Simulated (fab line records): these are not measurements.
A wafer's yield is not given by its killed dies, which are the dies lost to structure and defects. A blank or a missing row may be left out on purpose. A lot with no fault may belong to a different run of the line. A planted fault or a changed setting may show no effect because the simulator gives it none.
fab line records + flow n5_finfet
record:
- lots: 4
- wafers: 12
- last_day: 17
route steps=1938 shown BEOL_M0_SAQP@646 BEOL_M4@1111
lots that met no fault: from a run of the same line without faults
start_h: start of the lot's first displayed wafer, in hours after the record's first day + wait_h: hours since the lot's step before + " the same as in the row above + L1.1+2: a single row standing in for several wafers + - no value present, or no start provided + * or withheld: withheld + < > ~ a bound
route shown NAME@n: names a module that has steps shown in the file, with the first one's number in the route + usual: mean/standard deviation of fault-free wafers + same: alike in all rows + chamber/n: place in a boat + sites: each site's reading + _std_site: the standard deviation of these + _edge_site: mean of outer sites minus mean of inner sites + radius_mm: for every site, how far away it sits from the centre of the wafer + mask NAME#n: copy n + behind: the tool/chamber that last shaped the wafer + hold: why the lot was held/for how many hours/how that ended + device: whichever transistor did not switch (one of n, p or np) + end of line: the route-end tests of the same wafers + a step given without rows: its recipe and nothing more + killed: dies that structure and defects cost at the first sort, which is not the same as the wafer's yield + map: dies across one wafer; x = killed, . = not, _ = none there
set.NAME: the setting the step ran with; set.NAME@STEP: the setting that earlier step ran with + model.NAME: the simulator's own value behind a step, which no gauge read
lots at selected steps of the route; one table per step, one row per wafer
services: when a tool's chamber went out of use (start_h, in hours from the record's first day, below 0 if earlier), for how many hours, and the reason
== steps ==
step: N5_BEOL_M0_SAQP_EXPOSE_11
recipe:
- mask_id: M0_CORE
- na: 1.35
- source_shape: dipole
- sigma_inner: 0.538
- sigma_outer: 0.738
- polarization: te
- target_cd_nm: 42
- dose_mj: 55
step: N5_BEOL_M0_SAQP_PEB_12
recipe:
- peb_temp_c: withheld
- peb_time_s: 60
- resist: CAR-ArF
step: N5_BEOL_M0_SAQP_DEVELOP_13
recipe:
- develop_time_s: 30
- developer: TMAH
- resist: CAR-ArF
- dev_temp_c: 23
- rinse_liquid: diw
- dry: air_spin
step: N5_BEOL_M0_SAQP_DESCUM_19
recipe:
- chemistry: O2
- time_s: 7.9
- source_power_w: 50
- bias_power_w: 20
- pressure_mtorr: 20
- rf_frequency_hz: 2.712e+07
- temp_c: 40
- resist: CAR-ArF
- o2_flow_sccm: 225
step: N5_BEOL_M0_SAQP_ETCH_83
recipe:
- chemistry: CF4
- target: SiARC
- target_depth_a: 390
- mask_material: CAR-ArF
- time_s: 65
- ion_energy_ev: 80
- pressure_mtorr: 40
- source_w: 545
- bias_w: 36
- Ar_flow_sccm: 100
- cf4_flow_sccm: 100
- ends: cleared
step: N5_BEOL_M0_SAQP_ETCH_84
recipe:
- chemistry: N2/H2
- target: SOC
- target_depth_a: 1000
- overetch_a: 200
- mask_material: SiARC
- temp_c: 40
- time_s: 150
- ion_energy_ev: 200
- pressure_mtorr: 30
- source_w: 840
- bias_w: 150
- n2_flow_sccm: 200
- h2_flow_sccm: 200
step: N5_BEOL_M0_SAQP_STRIP_80
recipe:
- chemistry: N2/H2
- temp_c: 40
- n2_flow_sccm: 200
- h2_flow_sccm: 200
- rf_frequency_hz: 6e+07
step: N5_BEOL_M0_SAQP_HM_OPEN_112
recipe:
- chemistry: CHF3/O2
- target: SiO2
- stop_on: a-Si
- target_depth_a: 120
- over_etch_frac: 1.25
- mask_material: SOC
- time_s: 13.5
- pressure_mtorr: 30
- source_w: 650
- bias_w: 170
- Ar_flow_sccm: 200
- CHF3_flow_sccm: 50
- O2_flow_sccm: 5
- ion_energy_ev: 200
- ends: end_point
step: N5_BEOL_M0_SAQP_STRIP_113
recipe:
- chemistry: CHF3/O2
- resist: SiARC
- rf_frequency_hz: 6e+07
step: N5_BEOL_M0_SAQP_MANDREL_ETCH_20
recipe:
- target_depth_a: 600
- chemistry: HBr/Cl2
- target: a-Si
- stop_on: SiNx
- bt_time_s: 10
- mask_material: SOC
- over_etch_frac: 0.5
- time_s: 30
- pressure_mtorr: 10
- icp_w: 800
- bias_w: 75
- HBr_flow_sccm: 150
- Cl2_flow_sccm: 80
- ends: end_point
usual:
- drypump_motor_current_A: 5.7/0.36
- oes_product_au: 0.764/0.011
- rf_fwd_power_W: 795.7/2.6
- throttle_valve_pct: 35.44/0.26
| lot.wafer | tool      | chamber | start_h | wait_h | drypump_motor_current_A | oes_product_au | rf_fwd_power_W | rf_hours_counter_h | throttle_valve_pct | model.SOC_of_BEOL_M0_SAQP_COAT_81.thk_nm | model.SiNx_of_BEOL_M0_SAQP_PECVD_97.thk_nm |
|-----------|-----------|---------|---------|--------|-------------------------|----------------|----------------|--------------------|--------------------|------------------------------------------|--------------------------------------------|
| L940.2    | rie_si-03 | 2       | 133.76  | 0.0    | 6.1                     | 0.763          | 795.9          | 183                | 35.55              | 75.6                                     | 17.8                                       |
| L940.3    | "         | 0       | "       | "      | 6.0                     | 0.770          | 797.0          | 135                | 35.47              | 76.4                                     | 18                                         |
| L940.6    | "         | 0       | "       | "      | 6.0                     | 0.775          | 797.5          | -                  | 35.45              | 76.4                                     | 18.4                                       |
| L948.2    | rie_si-06 | 1       | 181.44  | 0.0    | 6.0                     | 0.754          | 790.7          | 141                | 35.21              | 76.2                                     | 18.6                                       |
| L948.5    | "         | 3       | "       | "      | 5.5                     | 0.789          | 794.7          | -                  | 35.68              | 76.2                                     | 18.4                                       |
| L948.6    | "         | 0       | "       | "      | 5.5                     | 0.756          | 797.5          | -                  | 35.09              | 75.6                                     | 19                                         |
| L955.2    | rie_si-06 | 0       | 223.22  | 0.0    | 5.4                     | 0.750          | 795.7          | 144                | 35.11              | 64.6                                     | 11.8                                       |
| L955.3    | "         | 3       | "       | "      | 5.5                     | 0.778          | 798.2          | 122                | 35.70              | 64.2                                     | 12.2                                       |
| L955.5    | "         | 3       | "       | "      | 5.6                     | 0.764          | 793.4          | -                  | 35.70              | 76.6                                     | 18.6                                       |
| L956.2    | rie_si-06 | 1       | 231.83  | 0.0    | 6.0                     | 0.774          | 789.4          | 142                | 35.21              | 64.8                                     | 11.8                                       |
| L956.3    | "         | 2       | "       | "      | 5.1                     | 0.748          | 798.7          | 154                | 35.69              | 63.8                                     | 11.4                                       |
| L956.4    | "         | 1       | "       | "      | 6.1                     | 0.768          | 790.4          | -                  | 35.19              | 76.8                                     | 18.4                                       |
step: N5_BEOL_M0_SAQP_STRIP_86
recipe:
- chemistry: N2/H2
- power_w: 500
- temp_c: 40
- pressure_mtorr: 50
- rf_frequency_hz: 6e+07
- overash_fraction: 0.3
- bias_power_w: 28
- h2_frac: 0.5
- n2_flow_sccm: 300
- h2_flow_sccm: 300
step: N5_BEOL_M0_SAQP_STRIP_115
recipe:
- chemistry: post_etch_residue_remover
- time_s: 60
- temp_c: 25
- remover_ph: withheld
- remover_water_wt_pct: withheld
- remover_fluoride_wt_pct: withheld
step: N5_BEOL_M0_SAQP_SRD_93
recipe:
- dry: ipa_marangoni
- time_s: 30
- temp_c: 23
- rinse_liquid: diw
step: N5_BEOL_M0_SAQP_RECESS_114
recipe:
- chemistry: HF/NH3
- target: SiO2
- target_depth_a: 144
- afs_cycles: 3
- temp_c: 30
- sublimation_temp_c: 180
- sublimation_time_s: 60
step: N5_BEOL_M0_SAQP_SPACER1_ALD_98
recipe:
- material: SiO2
- target_thk_a: 128
- temp_c: 300
- ald_precursor_family: BDEAS
- ald_co_reactant: O2-plasma
- pulse_time_s: 1
- purge_time_s: 2
- co_reactant_purge_time_s: 2
- ald_cycles: 138
- pressure_torr: 2
step: N5_BEOL_M0_SAQP_SPACER1_ETCHBACK_99
recipe:
- chemistry: CHF3/O2
- mode: anisotropic_etchback
- target: SiO2
- target_depth_a: 154
- time_s: 7.7
- pressure_mtorr: 30
- source_w: 650
- bias_w: 170
- Ar_flow_sccm: 200
- CHF3_flow_sccm: 50
- O2_flow_sccm: 5
- ion_energy_ev: 200
step: N5_BEOL_M0_SAQP_MANDREL1_REMOVE_100
recipe:
- chemistry: HBr/Cl2/O2
- bt_time_s: 10
- target: a-Si
- stop_on: SiNx
- endpoint: OES-SiCl
- over_etch_frac: 0.85
- icp_w: 600
- bias_w: 30
- HBr_flow_sccm: 150
- Cl2_flow_sccm: 80
- O2_flow_sccm: 5
- pressure_mtorr: 10
step: N5_BEOL_M0_SAQP_ETCH_101
recipe:
- chemistry: CH3F/O2
- target: SiNx
- mask_material: SiO2
- target_depth_a: 299
- time_s: 42.7
- pressure_mtorr: 30
- source_w: 395
- bias_w: 73
- Ar_flow_sccm: 150
- CH3F_flow_sccm: 30
- O2_flow_sccm: 20
- ion_energy_ev: 120
step: N5_BEOL_M0_SAQP_ETCH_102
recipe:
- chemistry: CF4
- target: SiO2
- target_depth_a: 40
- ion_energy_ev: 350
- time_s: 4.4
- pressure_mtorr: 10
- icp_w: 800
- bias_w: 400
- cf4_flow_sccm: 80
step: N5_BEOL_M0_SAQP_MANDREL_ETCH_103
recipe:
- chemistry: HBr/Cl2
- target: a-Si
- target_depth_a: 450
- bt_time_s: 10
- stop_on: SiCN
- mask_material: SiO2
- over_etch_frac: 0.8
- time_s: 27
- pressure_mtorr: 10
- icp_w: 800
- bias_w: 75
- HBr_flow_sccm: 150
- Cl2_flow_sccm: 80
- ends: end_point
step: N5_BEOL_M0_SAQP_RECESS_104
recipe:
- chemistry: HF/NH3
- target: SiO2
- target_depth_a: 180
- afs_cycles: 3
- temp_c: 30
- sublimation_temp_c: 180
- sublimation_time_s: 60
step: N5_BEOL_M0_SAQP_COAT_105
recipe:
- resist: SOC
- temp_c: 250
- time_s: 60
- spin_rpm: 1500
- resist_thk_nm: 100
step: N5_BEOL_M0_SAQP_ETCH_106
recipe:
- chemistry: N2/H2
- target: SOC
- target_depth_a: 1500
- stop_on: SiNx
- ion_energy_ev: 100
- bias_w: 61
- pressure_mtorr: 30
- source_w: 850
- n2_flow_sccm: 200
- h2_flow_sccm: 200
usual:
- drypump_motor_current_A: 5.8/0.54
- oes_product_au: 0.74/0.077
- rf_fwd_power_W: 844/3.8
- rf_vpp_V: 240.5/1.2
- showerhead_plenum_p_Torr: 2.54/0.078
- throttle_valve_pct: 17.94/0.23
| lot.wafer | tool        | chamber | start_h | wait_h | drypump_motor_current_A | oes_product_au | rf_fwd_power_W | rf_hours_counter_h | rf_vpp_V | showerhead_plenum_p_Torr | throttle_valve_pct | model.SiNx_of_BEOL_M0_SAQP_PECVD_97.thk_nm |
|-----------|-------------|---------|---------|--------|-------------------------|----------------|----------------|--------------------|----------|--------------------------|--------------------|--------------------------------------------|
| L940.2    | rie_diel-05 | 0       | 135.75  | -      | 5.4                     | 0.69           | 843            | 201                | 240.1    | 2.52                     | 17.95              | 15                                         |
| L940.3    | "           | 3       | "       | "      | 5.6                     | 0.71           | 843            | 187                | 239.8    | 2.52                     | 18.24              | 15.2                                       |
| L940.6    | "           | 0       | "       | "      | 5.4                     | 0.70           | 844            | -                  | 240.4    | 2.52                     | 17.95              | 15.4                                       |
| L948.2    | rie_diel-05 | 0       | 184.01  | -      | 5.4                     | 0.69           | 843            | 215                | 241.3    | 2.52                     | 17.97              | 15.6                                       |
| L948.5    | "           | 0       | "       | "      | 5.4                     | 0.69           | 840            | -                  | 240.4    | 2.52                     | 17.99              | 15.4                                       |
| L948.6    | "           | 1       | "       | "      | 6.7                     | 0.70           | 846            | -                  | 239.9    | 2.52                     | 18.05              | 16                                         |
| L955.2    | rie_diel-02 | 2       | 225.37  | -      | 5.6                     | 0.73           | 846            | 148                | 240.5    | 2.55                     | 17.65              | 9                                          |
| L955.3    | "           | 0       | "       | "      | 6.0                     | 0.69           | 846            | 227                | 241.1    | 2.51                     | 18.33              | 9.2                                        |
| L955.5    | "           | 1       | "       | "      | 5.9                     | 0.91           | 840            | -                  | 243.8    | 2.72                     | 17.47              | 15.6                                       |
| L956.2    | rie_diel-04 | 3       | 234.18  | -      | 5.7                     | 0.98           | 840            | 2                  | 242.1    | 2.71                     | 17.71              | 8.8                                        |
| L956.3    | "           | 1       | "       | "      | 6.6                     | 0.75           | 850            | 178                | 240.0    | 2.43                     | 18.07              | 8.4                                        |
| L956.4    | "           | 2       | "       | "      | 5.5                     | 0.74           | 841            | 186                | 240.9    | 2.63                     | 17.86              | 15.4                                       |
step: N5_BEOL_M0_SAQP_ETCH_107
recipe:
- chemistry: CH3F/O2
- target: SiNx
- target_depth_a: 300
- mask_material: SOC
- pressure_mtorr: 30
- source_w: 395
- bias_w: 73
- Ar_flow_sccm: 150
- CH3F_flow_sccm: 30
- O2_flow_sccm: 20
- ion_energy_ev: 120
step: N5_BEOL_M4_RC_MEAS_101
usual:
- DIBL_N: 36.3/1.2
- DIBL_P: 36.3/1.4
- IOFF_N: 0.157/0.02
- IOFF_P: 0.22/0.033
- ION_N: 675/9.6
- ION_P: 465/8.2
- SS_N: 71.4/0.45
- SS_P: 73.3/0.54
- VT_N: 249.8/2.5
- VT_P: -249/3.2
| lot.wafer | tool      | chamber | start_h | wait_h | DIBL_N[mV/V] | DIBL_P[mV/V] | IOFF_N[nA/um] | IOFF_P[nA/um] | ION_N[uA/um] | ION_P[uA/um] | SS_N[mV/dec] | SS_P[mV/dec] | VT_N[mV] | VT_P[mV] |
|-----------|-----------|---------|---------|--------|--------------|--------------|---------------|---------------|--------------|--------------|--------------|--------------|----------|----------|
| L940.2    | prober-01 | 0       | 209.24  | 0.2    | 36.1         | 35.9         | 0.161         | 0.24          | 685          | 477          | 70.8         | 73.3         | 249.4    | -245     |
| L940.3    | "         | 0       | "       | "      | 36.7         | 36.7         | 0.175         | 0.25          | 681          | 469          | 72.3         | 73.1         | 248.9    | -251     |
| L940.6    | "         | 0       | "       | "      | 36.7         | 36.8         | 0.176         | 0.24          | 685          | 473          | 72.0         | 73.3         | 247.5    | -250     |
| L948.2    | prober-01 | 0       | 269.58  | 0.2    | 37.1         | 37.2         | 0.183         | 0.26          | 688          | 473          | 71.0         | 73.9         | 245.6    | -246     |
| L948.5    | "         | 0       | "       | "      | 36.2         | 36.6         | 0.171         | 0.24          | 686          | 474          | 70.9         | 73.2         | 247.6    | -247     |
| L948.6    | "         | 0       | "       | "      | 36.9         | 37.6         | 0.184         | 0.25          | 689          | 471          | 71.5         | 73.6         | 245.5    | -246     |
| L955.2    | prober-02 | 0       | 300.73  | 0.3    | 35.4         | 37.1         | 0.135         | 0.20          | 657          | 460          | 70.9         | 73.3         | 252.2    | -251     |
| L955.3    | "         | 0       | "       | "      | 35.1         | 36.5         | 0.133         | 0.19          | 666          | 462          | 70.9         | 72.7         | 251.8    | -251     |
| L955.5    | "         | 0       | "       | "      | 35.0         | 36.3         | 0.129         | 0.20          | 663          | 465          | 71.1         | 72.6         | 252.5    | -251     |
| L956.2    | prober-02 | 0       | 309.13  | 0.2    | 37.2         | 37.4         | 0.182         | 0.25          | 679          | 463          | 71.3         | 73.4         | 245.6    | -245     |
| L956.3    | "         | 0       | "       | "      | 35.6         | 35.7         | 0.150         | 0.21          | 669          | 466          | 70.6         | 73.3         | 248.5    | -246     |
| L956.4    | "         | 0       | "       | "      | 37.5         | 37.6         | 0.181         | 0.25          | 678          | 466          | 71.4         | 73.6         | 247.2    | -247     |
== services ==
| tool        | chamber | start_h | hours | kind                          |
|-------------|---------|---------|-------|-------------------------------|
| rie_diel-02 | 1       | 137.73  | -     | clean                         |
| rie_diel-02 | 1       | 137.73  | -     | consumable_replace:focus_ring |
| rie_diel-02 | 1       | 137.73  | -     | consumable_replace:showerhead |
| rie_diel-02 | -       | 139.51  | 0.9   | repair                        |
| rie_si-03   | 2       | 158.56  | 4.0   | repair                        |
| rie_diel-02 | 0       | 202.66  | 7.8   | repair                        |
| rie_si-03   | 0       | 204.71  | 4.4   | repair                        |
| rie_diel-02 | 2       | 206.69  | 6.6   | repair                        |
| rie_diel-05 | 2       | 209.91  | -     | clean                         |
| rie_diel-05 | 2       | 209.91  | -     | consumable_replace:focus_ring |
| rie_diel-05 | 2       | 209.91  | 14.9  | scheduled_down                |
| rie_diel-05 | 2       | 209.91  | 14.9  | vent_cycle                    |
| rie_diel-04 | 3       | 210.24  | -     | clean                         |
| rie_diel-04 | 3       | 210.24  | -     | consumable_replace:focus_ring |
| rie_diel-04 | 3       | 210.24  | -     | consumable_replace:showerhead |
| rie_diel-04 | 3       | 210.24  | 16.8  | scheduled_down                |
| rie_diel-04 | 3       | 210.24  | 16.8  | vent_cycle                    |
| rie_si-06   | 3       | 227.95  | 20.4  | repair                        |
| rie_si-06   | 2       | 228.45  | 2.3   | repair                        |
== key ==
first_sign none at tools or gauges
model_effect:
- step: N5_BEOL_M0_SAQP_MANDREL_ETCH_20
- value: SOC_of_BEOL_M0_SAQP_COAT_81.thk_nm
- without: 76.1
- struck: 64.35
model_effect:
- step: N5_BEOL_M0_SAQP_ETCH_106
- value: SiNx_of_BEOL_M0_SAQP_PECVD_97.thk_nm
- without: 15.05
- struck: 8.85
met_at N5_BEOL_M0_SAQP_MANDREL_ETCH_20
struck_wafers L955.2,L955.3,L956.2,L956.3
onset_between 181.44 223.22
fault:
- kind: process_parameter_drift
- tool: rie_si-06
- chamber: -
- onset_h: 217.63
- steps: N5_BEOL_M0_SAQP_MANDREL_ETCH_20
- channel: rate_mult
- offset: 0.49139
- shape: step
- end_h: 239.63
- scope: struck_wafers_only
